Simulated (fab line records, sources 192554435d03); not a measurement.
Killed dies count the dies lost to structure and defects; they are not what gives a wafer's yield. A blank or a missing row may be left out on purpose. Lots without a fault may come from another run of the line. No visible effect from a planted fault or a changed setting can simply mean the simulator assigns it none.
Shared-tool check :: flow n5_finfet :: Lots sampled 8, wafers sampled 24

== THE REASON FOR OPENING IT ==
Flagged at N5_FIN_CUT_INSPECT_17: reading raw_defect_count, on 3 of 8 lots. Fault-free wafers read 225, with a standard deviation of 59.
Rule: a lot gets a flag if all its wafers with a number sit over 4 standard deviations from that mean, or if no wafer of it has a number. All remaining lots are regarded as sound.

lot: L161
measured: day 2 16:22
on: defect_inspect-01
raw_defect_count, wafer by wafer: 371 337 364
flag: 

lot: L162
measured: day 2 21:53
on: defect_inspect-02
raw_defect_count, wafer by wafer: 141 171 200
flag: 

lot: L173
measured: day 5 17:06
on: defect_inspect-01
raw_defect_count, wafer by wafer: 1578 1595 1614
flag: FLAGGED

lot: L174
measured: day 5 23:27
on: defect_inspect-02
raw_defect_count, wafer by wafer: 1518 1458 1519
flag: FLAGGED

lot: L177
measured: day 6 16:50
on: defect_inspect-02
raw_defect_count, wafer by wafer: 1548 1543 1583
flag: FLAGGED

lot: L180
measured: day 7 11:13
on: defect_inspect-02
raw_defect_count, wafer by wafer: 218 253 293
flag: 

lot: L181
measured: day 7 16:17
on: defect_inspect-01
raw_defect_count, wafer by wafer: 158 191 188
flag: 

lot: L182
measured: day 7 21:46
on: defect_inspect-01
raw_defect_count, wafer by wafer: 287 264 192
flag: 
Average over the flagged lots: 1551; offset from the usual +1326, equal to +22 standard deviations.

== EACH LOT AND THE TOOL IT RAN ON ==
4 process steps preceding the reading are held in the record, out of 1938 steps in the route. Every cell lists first the tool, next ch and the chambers used by the sampled wafers, and last the start.
lot: L161
flag: 
N5_FIN_CUT_ETCH_30: rie_diel-01 ch 2,3, day 2 15:30
N5_FIN_CUT_ETCH_20: rie_diel-01 ch 2,3, day 2 15:31
N5_FIN_CUT_ETCH_21: rie_diel-01 ch 2,3, day 2 15:34
N5_FIN_CUT_STRIP_22: rie_diel-02 ch 0,2, day 2 16:13

lot: L162
flag: 
N5_FIN_CUT_ETCH_30: rie_diel-01 ch 2,3, day 2 21:01
N5_FIN_CUT_ETCH_20: rie_diel-01 ch 2,3, day 2 21:02
N5_FIN_CUT_ETCH_21: rie_diel-01 ch 2,3, day 2 21:04
N5_FIN_CUT_STRIP_22: rie_diel-01 ch 2,3, day 2 21:43

lot: L173
flag: FLAGGED
N5_FIN_CUT_ETCH_30: rie_diel-01 ch 0,2,3, day 5 16:10
N5_FIN_CUT_ETCH_20: rie_diel-01 ch 0,2,3, day 5 16:11
N5_FIN_CUT_ETCH_21: rie_diel-01 ch 0,2,3, day 5 16:13
N5_FIN_CUT_STRIP_22: rie_diel-01 ch 0,1,3, day 5 16:52

lot: L174
flag: FLAGGED
N5_FIN_CUT_ETCH_30: rie_diel-01 ch 2,3, day 5 22:35
N5_FIN_CUT_ETCH_20: rie_diel-01 ch 2,3, day 5 22:36
N5_FIN_CUT_ETCH_21: rie_diel-01 ch 2,3, day 5 22:38
N5_FIN_CUT_STRIP_22: rie_diel-02 ch 0,3, day 5 23:17

lot: L177
flag: FLAGGED
N5_FIN_CUT_ETCH_30: rie_diel-01 ch 0,1,2, day 6 15:52
N5_FIN_CUT_ETCH_20: rie_diel-01 ch 0,1,2, day 6 15:53
N5_FIN_CUT_ETCH_21: rie_diel-01 ch 0,1,2, day 6 15:56
N5_FIN_CUT_STRIP_22: rie_diel-01 ch 0,1,3, day 6 16:40

lot: L180
flag: 
N5_FIN_CUT_ETCH_30: rie_diel-02 ch 1,3, day 7 10:19
N5_FIN_CUT_ETCH_20: rie_diel-02 ch 1,3, day 7 10:20
N5_FIN_CUT_ETCH_21: rie_diel-02 ch 1,3, day 7 10:22
N5_FIN_CUT_STRIP_22: rie_diel-02 ch 1,3, day 7 11:03

lot: L181
flag: 
N5_FIN_CUT_ETCH_30: rie_diel-04 ch 1,2,3, day 7 15:24
N5_FIN_CUT_ETCH_20: rie_diel-04 ch 1,2,3, day 7 15:25
N5_FIN_CUT_ETCH_21: rie_diel-04 ch 1,2,3, day 7 15:28
N5_FIN_CUT_STRIP_22: rie_diel-02 ch 0,2, day 7 16:07

lot: L182
flag: 
N5_FIN_CUT_ETCH_30: rie_diel-04 ch 0,1,3, day 7 20:53
N5_FIN_CUT_ETCH_20: rie_diel-04 ch 0,1,3, day 7 20:55
N5_FIN_CUT_ETCH_21: rie_diel-04 ch 0,1,3, day 7 20:56
N5_FIN_CUT_STRIP_22: rie_diel-02 ch 1,3, day 7 21:36
What is done by these steps:
- N5_FIN_CUT_ETCH_30: etches underlayer in N2/H2, target depth 13 nm, time 10.4 s.
- N5_FIN_CUT_ETCH_20: etches SiARC in CF4, target depth 26 nm, time 43.3 s.
- N5_FIN_CUT_ETCH_21: etches SOC in N2/H2, target depth 219 nm, overetch 43.8 nm, time 523.5 s.
- N5_FIN_CUT_STRIP_22: strips in N2/H2.
- N5_FIN_CUT_INSPECT_17: inspects for defects (brightfield).

== FLAGGED OVER TOTAL, TOOL BY TOOL (the gauges that took the reading come last) ==
step: N5_FIN_CUT_ETCH_30
tool: rie_diel-01
lots run: 5
flagged: 3
share of the flagged lots: all
sound lots run after its first flagged lot: 0

step: N5_FIN_CUT_ETCH_30
tool: rie_diel-02
lots run: 1
flagged: 0
share of the flagged lots: none
sound lots run after its first flagged lot: -

step: N5_FIN_CUT_ETCH_30
tool: rie_diel-04
lots run: 2
flagged: 0
share of the flagged lots: none
sound lots run after its first flagged lot: -

step: N5_FIN_CUT_ETCH_20
tool: rie_diel-01
lots run: 5
flagged: 3
share of the flagged lots: all
sound lots run after its first flagged lot: 0

step: N5_FIN_CUT_ETCH_20
tool: rie_diel-02
lots run: 1
flagged: 0
share of the flagged lots: none
sound lots run after its first flagged lot: -

step: N5_FIN_CUT_ETCH_20
tool: rie_diel-04
lots run: 2
flagged: 0
share of the flagged lots: none
sound lots run after its first flagged lot: -

step: N5_FIN_CUT_ETCH_21
tool: rie_diel-01
lots run: 5
flagged: 3
share of the flagged lots: all
sound lots run after its first flagged lot: 0

step: N5_FIN_CUT_ETCH_21
tool: rie_diel-02
lots run: 1
flagged: 0
share of the flagged lots: none
sound lots run after its first flagged lot: -

step: N5_FIN_CUT_ETCH_21
tool: rie_diel-04
lots run: 2
flagged: 0
share of the flagged lots: none
sound lots run after its first flagged lot: -

step: N5_FIN_CUT_STRIP_22
tool: rie_diel-01
lots run: 3
flagged: 2
share of the flagged lots: some
sound lots run after its first flagged lot: 0

step: N5_FIN_CUT_STRIP_22
tool: rie_diel-02
lots run: 5
flagged: 1
share of the flagged lots: some
sound lots run after its first flagged lot: 3 (L180,L181,L182)

step: N5_FIN_CUT_INSPECT_17
tool: defect_inspect-01
lots run: 4
flagged: 1
share of the flagged lots: some
sound lots run after its first flagged lot: 2 (L181,L182)

step: N5_FIN_CUT_INSPECT_17
tool: defect_inspect-02
lots run: 4
flagged: 2
share of the flagged lots: some
sound lots run after its first flagged lot: 1 (L180)

== WHAT THE TABLE ALLOWS ==
rie_diel-01 at N5_FIN_CUT_ETCH_30, rie_diel-01 at N5_FIN_CUT_ETCH_20 and rie_diel-01 at N5_FIN_CUT_ETCH_21: these 3 rows of the table ran every flagged lot.
- rie_diel-01 at N5_FIN_CUT_ETCH_30 ran 5 lots, 3 of them flagged. It ran its last sound lot, L162, at day 2 21:01 and its first flagged lot, L173, at day 5 16:10: a fault with its onset between the two fits.
- rie_diel-01 at N5_FIN_CUT_ETCH_20 ran 5 lots, 3 of them flagged. It ran its last sound lot, L162, at day 2 21:02 and its first flagged lot, L173, at day 5 16:11: a fault with its onset between the two fits.
- rie_diel-01 at N5_FIN_CUT_ETCH_21 ran 5 lots, 3 of them flagged. It ran its last sound lot, L162, at day 2 21:04 and its first flagged lot, L173, at day 5 16:13: a fault with its onset between the two fits.
Just one tool remains: rie_diel-01 at N5_FIN_CUT_ETCH_30 and N5_FIN_CUT_ETCH_20 and N5_FIN_CUT_ETCH_21.

== WHAT THE SIMULATOR PUT IN ==
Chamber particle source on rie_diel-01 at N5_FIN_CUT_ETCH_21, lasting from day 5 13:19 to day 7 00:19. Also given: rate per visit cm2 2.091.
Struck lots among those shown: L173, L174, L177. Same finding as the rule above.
